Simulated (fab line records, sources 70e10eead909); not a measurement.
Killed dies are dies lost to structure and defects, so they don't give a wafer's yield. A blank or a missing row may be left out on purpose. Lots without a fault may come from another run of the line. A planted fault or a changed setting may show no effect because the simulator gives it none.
One fault seen from 3 desks | flow nand_harc | each desk has only its own numbers; what lay behind them comes last

THE METROLOGY DESK
What the gauges read, lot by lot, whatever tool the lot ran on: means of the sampled wafers that have a number. A lot is out of limits, marked OUT, if its mean lies more than 4 standard deviations from the usual mean; the brackets give that distance.
Columns: A = thk_nm at NHARC_A_DECK1_JOINT_THK_MEAS_17, usual 44.9 nm
lot  | first seen here | A
L869 | day 12 06:55    | 44.0
L870 | day 12 16:42    | 45.4
L871 | day 13 06:35    | 45.3
L872 | day 14 00:18    | 44.3
L873 | day 14 00:19    | 45.0
L874 | day 14 10:08    | 44.9
L880 | day 16 18:52    | 35.6 (-8.4) OUT
L883 | day 18 21:02    | 45.4
L888 | day 20 09:32    | 44.1
L889 | day 20 09:41    | 43.5
L890 | day 21 04:37    | 45.4
L892 | day 21 14:46    | 46.2
This desk's finding: out of limits on L880; first on L880, day 16 18:52 (thk_nm at NHARC_A_DECK1_JOINT_THK_MEAS_17). In limits: L869, L870, L871, L872, L873, L874, L883, L888, L889, L890, L892.

THE TOOL OWNER'S DESK: pecvd-04
The tool's own readings at NHARC_A_DECK1_JOINT_DEP_16 (deposits SiO2, target thk 45 nm): means of the sampled wafers that have a number, for each lot that ran on this tool. A lot is out of limits, marked OUT, if its mean lies more than 4 standard deviations from the usual mean; the brackets give that distance.
Columns: A = heater_power_w at NHARC_A_DECK1_JOINT_DEP_16, usual 559 W; B = rf_fwd_power_W at NHARC_A_DECK1_JOINT_DEP_16, usual 895.9 W; C = throttle_valve_pct at NHARC_A_DECK1_JOINT_DEP_16, usual 16.1 %
lot  | first seen here | A   | B     | C
L869 | day 12 06:41    | 598 | 893.7 | 16.3
L872 | day 14 00:04    | 671 | 892.3 | 16.1
L880 | day 16 18:35    | 678 | 894.5 | 16.6
This desk's finding: nothing out of limits on any of the 3 lots.

THE DEFECT DESK
What the inspections along the route counted, lot by lot: means of the sampled wafers that have a number. A lot is out of limits, marked OUT, if its mean lies more than 4 standard deviations from the usual mean; the brackets give that distance.
Columns: A = raw_defect_count at NHARC_A_CHANNEL_FILL_D1_INSPECT_13, usual 318
lot  | first seen here | A
L869 | day 10 19:35    | 208
L870 | day 11 04:38    | 317
L871 | day 11 19:05    | 385
L872 | day 12 02:10    | 282
L873 | day 12 02:10    | 398
L874 | day 12 16:43    | 309
L880 | day 15 07:13    | 276
L883 | day 17 04:10    | 386
L888 | day 18 23:29    | 510
L889 | day 18 23:31    | 261
L890 | day 19 19:17    | 472
L892 | day 20 05:07    | 238
This desk's finding: nothing out of limits on any of the 12 lots.

PUT TOGETHER
The metrology desk could have raised an alarm at day 16 18:52, on L880.
The tool owner's desk saw nothing out of limits.
The defect desk saw nothing out of limits.
The tool owner's desk has L880 on record, within its limits.
The defect desk has L880 on record, within its limits.
Of the lots named, all ran NHARC_A_DECK1_JOINT_DEP_16 on pecvd-04.

WHAT THE SIMULATOR HAD PUT IN
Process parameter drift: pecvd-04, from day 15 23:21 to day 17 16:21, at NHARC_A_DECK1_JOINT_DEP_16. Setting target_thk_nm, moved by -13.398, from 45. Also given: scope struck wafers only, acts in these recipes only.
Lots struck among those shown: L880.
Hours from the fault's start to each desk's first reading out of limits: the metrology desk, 20.
